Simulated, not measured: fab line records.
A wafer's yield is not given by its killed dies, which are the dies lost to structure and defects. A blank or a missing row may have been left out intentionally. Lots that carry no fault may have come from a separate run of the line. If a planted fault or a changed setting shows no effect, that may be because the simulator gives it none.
The tool behind it: which one? ; flow n5_finfet ; Sampling: 24 lots, 72 wafers, 4 of 1938 route steps

WHAT THE GAUGES READ, wafer by wafer
N5_BEOL_M9_OVL_MEAS_29. Usual: for V8_OVL the level is 0.4 nm and the standard deviation is 0.68.
lot;measured;on;V8_OVL (nm);flag
L074;day 10 14:35;overlay-01;1.5 1.0 1.0;
L075;day 11 01:21;overlay-02;1.2 0.1 0.3;
L076;day 11 10:07;overlay-01;0.9 0.5 0.1;
L077;day 11 10:04;overlay-02;0.3 0.2 -0.7;
L078;day 11 13:16;overlay-02;-0.5 -0.9 0.0;
L080;day 11 21:34;overlay-02;0.6 0.6 0.1;
L081;day 12 05:44;overlay-01;0.5 0.5 0.8;
L079;day 12 20:20;overlay-01;0.6 0.6 1.6;
L082;day 12 22:56;overlay-02;-1.4 -0.4 -0.4;
L083;day 13 03:12;overlay-02;-0.4 0.8 0.3;
L084;day 13 10:39;overlay-01;0.8 1.7 0.8;
L087;day 13 13:18;overlay-02;0.2 0.5 0.9;
L085;day 14 03:51;overlay-01;1.1 0.8 -0.5;
L088;day 14 03:53;overlay-02;-0.3 0.1 -0.1;
L089;day 14 13:27;overlay-01;0.2 1.3 0.9;
L086;day 14 13:17;overlay-01;0.2 1.2 0.7;
L091;day 14 17:40;overlay-01;0.7 0.8 0.2;
L090;day 15 12:26;overlay-01;1.1 0.7 1.4;
L095;day 15 14:11;overlay-02;0.8 1.5 0.6;
L092;day 15 14:20;overlay-01;0.5 1.0 0.5;
L093;day 15 17:06;overlay-02;0.6 1.3 -0.4;
L094;day 16 12:48;overlay-02;0.5 0.4 0.1;
L096;day 16 21:21;overlay-01;-0.7 -0.6 -1.3;
L097;day 17 06:14;overlay-01;0.5 0.4 0.3;

N5_BEOL_M9_OCD_MEAS_38. Usual: trench_depth_nm 150.8 nm, standard deviation 2.5.
lot;measured;on;trench_depth_nm (nm);flag
L074;day 10 15:07;ocd-02;155.5 155.0 151.7;
L075;day 11 02:19;ocd-02;146.8 151.8 149.3;
L076;day 11 10:40;ocd-02;155.1 152.4 150.2;
L077;day 11 10:38;ocd-01;148.0 149.2 148.2;
L078;day 11 13:48;ocd-02;149.0 150.9 148.6;
L080;day 11 22:07;ocd-02;149.8 145.5 145.0;
L081;day 12 06:41;ocd-01;154.2 150.9 150.9;
L079;day 12 21:21;ocd-01;149.4 150.4 149.9;
L082;day 12 23:29;ocd-01;148.1 153.5 145.8;
L083;day 13 03:45;ocd-02;152.3 153.0 149.4;
L084;day 13 11:37;ocd-02;153.0 153.2 150.1;
L087;day 13 14:14;ocd-02;145.5 150.2 148.9;
L085;day 14 04:23;ocd-01;151.4 150.3 151.8;
L088;day 14 04:25;ocd-02;153.9 152.0 152.3;
L089;day 14 14:02;ocd-02;152.8 155.5 157.0;
L086;day 14 13:52;ocd-01;149.6 145.8 150.1;
L091;day 14 18:12;ocd-02;151.8 154.5 153.3;
L090;day 15 12:58;ocd-02;154.8 152.0 151.6;
L095;day 15 14:44;ocd-02;152.1 150.8 153.5;
L092;day 15 14:53;ocd-01;152.1 151.8 153.9;
L093;day 15 17:38;ocd-02;156.9 150.7 152.2;
L094;day 16 13:20;ocd-01;146.9 147.6 146.6;
L096;day 16 21:53;ocd-01;146.1 150.5 150.0;
L097;day 17 06:47;ocd-01;149.5 150.6 153.1;

EACH LOT AND THE TOOL THAT RAN IT (in order: tool; ch and the chambers of the sampled wafers; start)
lot;N5_BEOL_M9_STRIP_67;N5_BEOL_M9_ETCH_76
L074;rie_diel-04 ch 0,2,3, day 10 12:30;rie_diel-06 ch 0,1, day 10 14:42
L075;rie_diel-04 ch 1,2,3, day 11 00:36;rie_diel-05 ch 0,2,3, day 11 01:53
L076;rie_diel-06 ch 1,2,3, day 11 08:03;rie_diel-06 ch 0,1,3, day 11 10:14
L077;rie_diel-05 ch 0,1,2, day 11 08:11;rie_diel-05 ch 0,1,2, day 11 10:13
L078;rie_diel-04 ch 0,2, day 11 11:34;rie_diel-05 ch 1,2, day 11 13:23
L080;rie_diel-05 ch 2,3, day 11 19:12;rie_diel-06 ch 2,3, day 11 21:42
L081;rie_diel-05 ch 1,2,3, day 12 03:19;rie_diel-04 ch 0,2,3, day 12 06:16
L079;rie_diel-04 ch 0,2, day 12 16:17;rie_diel-05 ch 1,2, day 12 20:56
L082;rie_diel-06 ch 0,1,2, day 12 21:55;rie_diel-06 ch 1,2,3, day 12 23:04
L083;rie_diel-04 ch 0,2,3, day 13 02:38;rie_diel-06 ch 0,3, day 13 03:20
L084;rie_diel-04 ch 0,1, day 13 09:20;rie_diel-05 ch 2,3, day 13 11:11
L087;rie_diel-04 ch 1,2, day 13 12:28;rie_diel-05 ch 0,2,3, day 13 13:48
L085;rie_diel-06 ch 0,2,3, day 14 01:11;rie_diel-06 ch 0,2,3, day 14 03:58
L088;rie_diel-06 ch 0,2, day 14 02:26;rie_diel-04 ch 1,2, day 14 04:00
L089;rie_diel-06 ch 0,2,3, day 14 10:43;rie_diel-06 ch 1,2, day 14 13:37
L086;rie_diel-06 ch 0,1,3, day 14 10:58;rie_diel-05 ch 0,1, day 14 13:26
L091;rie_diel-05 ch 0,1, day 14 15:11;rie_diel-06 ch 1,2, day 14 17:46
L090;rie_diel-06 ch 0,1,2, day 15 09:33;rie_diel-06 ch 0,1,2, day 15 12:33
L095;rie_diel-06 ch 1,2,3, day 15 13:35;rie_diel-05 ch 2,3, day 15 14:18
L092;rie_diel-05 ch 0,2, day 15 13:45;rie_diel-06 ch 0,1,2, day 15 14:28
L093;rie_diel-05 ch 1,2,3, day 15 14:03;rie_diel-06 ch 1,2,3, day 15 17:13
L094;rie_diel-04 ch 1,2, day 16 11:48;rie_diel-05 ch 1,2, day 16 12:55
L096;rie_diel-06 ch 0,3, day 16 18:23;rie_diel-05 ch 0,1,3, day 16 21:28
L097;rie_diel-04 ch 1,3, day 17 04:05;rie_diel-04 ch 0,2,3, day 17 06:21
- N5_BEOL_M9_STRIP_67: strips in CF4.
- N5_BEOL_M9_ETCH_76: etches underlayer in N2/H2, target depth 6.5 nm, time 5.2 s.

AS READ BY THE TOOLS THEMSELVES (means over the sampled wafers that have a number; for cases with no such wafer, the mark the record gives instead)
N5_BEOL_M9_STRIP_67. Usual: drypump_motor_current_A 5.9 A, standard deviation 0.38; oes_product_au 0.79 a.u., standard deviation 0.086; rf_vpp_V 270.9 V, standard deviation 1.6; showerhead_plenum_p_Torr 1.78 Torr, standard deviation 0.062; throttle_valve_pct 13.63 %, standard deviation 0.27.
lot;tool;drypump_motor_current_A (A);oes_product_au (a.u.);rf_vpp_V (V);showerhead_plenum_p_Torr (Torr);throttle_valve_pct (%);flag
L074;rie_diel-04;6.2;0.81;269.9;1.71;13.45;
L075;rie_diel-04;6.0;0.82;269.6;1.72;13.48;
L076;rie_diel-06;6.2;0.76;271.5;1.82;13.83;
L077;rie_diel-05;5.5;0.74;271.6;1.83;13.74;
L078;rie_diel-04;6.0;0.80;268.9;1.73;13.36;
L080;rie_diel-05;5.5;0.88;273.4;1.87;13.36;
L081;rie_diel-05;5.5;0.80;271.7;1.85;13.48;
L079;rie_diel-04;6.2;0.84;270.1;1.74;13.26;
L082;rie_diel-06;6.2;0.75;271.9;1.82;13.87;
L083;rie_diel-04;6.2;0.79;269.8;1.71;13.50;
L084;rie_diel-04;5.7;0.73;269.8;1.72;13.52;
L087;rie_diel-04;5.9;0.84;270.1;1.74;13.29;
L085;rie_diel-06;6.1;0.82;270.7;1.81;13.72;
L088;rie_diel-06;6.2;0.91;271.7;1.82;13.59;
L089;rie_diel-06;6.1;0.82;270.7;1.80;13.72;
L086;rie_diel-06;6.2;0.77;272.3;1.80;13.82;
L091;rie_diel-05;5.6;0.70;272.7;1.84;13.71;
L090;rie_diel-06;6.2;0.83;271.6;1.81;13.70;
L095;rie_diel-06;6.2;0.84;271.7;1.81;13.69;
L092;rie_diel-05;5.6;0.72;271.8;1.83;13.97;
L093;rie_diel-05;5.5;0.78;272.4;1.84;13.54;
L094;rie_diel-04;5.6;0.78;269.8;1.74;13.47;
L096;rie_diel-06;6.1;0.72;271.1;1.78;13.91;
L097;rie_diel-04;6.0;0.73;268.3;1.67;13.80;

N5_BEOL_M9_ETCH_76. Usual: drypump_motor_current_A 5.9 A, standard deviation 0.38; etch_rf_on_time_s 5.21 s, standard deviation 0.099; oes_product_au 0.67 a.u., standard deviation 0.073; rf_vpp_V 524.6 V, standard deviation 2.5; showerhead_plenum_p_Torr 2.57 Torr, standard deviation 0.078; throttle_valve_pct 17.99 %, standard deviation 0.26.
lot;tool;drypump_motor_current_A (A);etch_rf_on_time_s (s);oes_product_au (a.u.);rf_vpp_V (V);showerhead_plenum_p_Torr (Torr);throttle_valve_pct (%);flag
L074;rie_diel-06;6.2;5.12;0.72;525.5;2.58;18.09;
L075;rie_diel-05;5.6;5.21;0.70;526.3;2.64;17.92;
L076;rie_diel-06;6.2;5.15;0.67;523.6;2.56;18.07;
L077;rie_diel-05;5.5;5.27;0.62;524.8;2.61;18.08;
L078;rie_diel-05;5.3;5.27;0.65;525.1;2.59;18.06;
L080;rie_diel-06;6.2;5.35;0.60;525.7;2.59;18.20;
L081;rie_diel-04;6.2;5.20;0.68;520.6;2.42;17.83;
L079;rie_diel-05;5.4;5.32;0.62;524.4;2.61;17.95;
L082;rie_diel-06;6.2;5.21;0.65;525.6;2.58;18.17;
L083;rie_diel-06;6.1;5.19;0.63;523.1;2.53;18.09;
L084;rie_diel-05;5.5;5.19;0.74;528.1;2.65;17.68;
L087;rie_diel-05;5.6;5.28;0.67;525.7;2.63;17.97;
L085;rie_diel-06;6.2;5.23;0.70;523.3;2.56;18.00;
L088;rie_diel-04;5.6;5.12;0.68;520.6;2.45;17.65;
L089;rie_diel-06;6.2;5.08;0.76;524.9;2.60;18.06;
L086;rie_diel-05;5.7;5.27;0.58;525.7;2.62;17.99;
L091;rie_diel-06;6.2;5.15;0.79;526.6;2.60;17.95;
L090;rie_diel-06;6.2;5.17;0.71;524.2;2.57;18.05;
L095;rie_diel-05;5.5;5.18;0.71;527.4;2.64;17.70;
L092;rie_diel-06;6.2;5.16;0.72;524.9;2.57;18.05;
L093;rie_diel-06;6.2;5.15;0.72;524.1;2.57;18.06;
L094;rie_diel-05;5.3;5.29;0.63;525.0;2.57;18.12;
L096;rie_diel-05;5.8;5.20;0.64;525.7;2.64;17.88;
L097;rie_diel-04;6.2;5.23;0.63;519.6;2.40;17.90;

THE ANSWER, worked out from the rows above alone
Rule: a lot is off if the mean of its wafers that have a number lies more than 3 standard deviations from the usual mean. A lot without any number at a reading at which 4 lots or more have one is off too. Where the step has rows for the other lots, those lots are counted as sound. First the gauges in route order, then the tools' own readings, where a lot's mean is used as printed above. At the first step where some lot is off, the reading lying furthest off is the one used; lots without a number count as furthest.
No lot is off on any of the readings shown, so nothing can be concluded from this.

WHAT WAS PUT IN BY THE SIMULATOR
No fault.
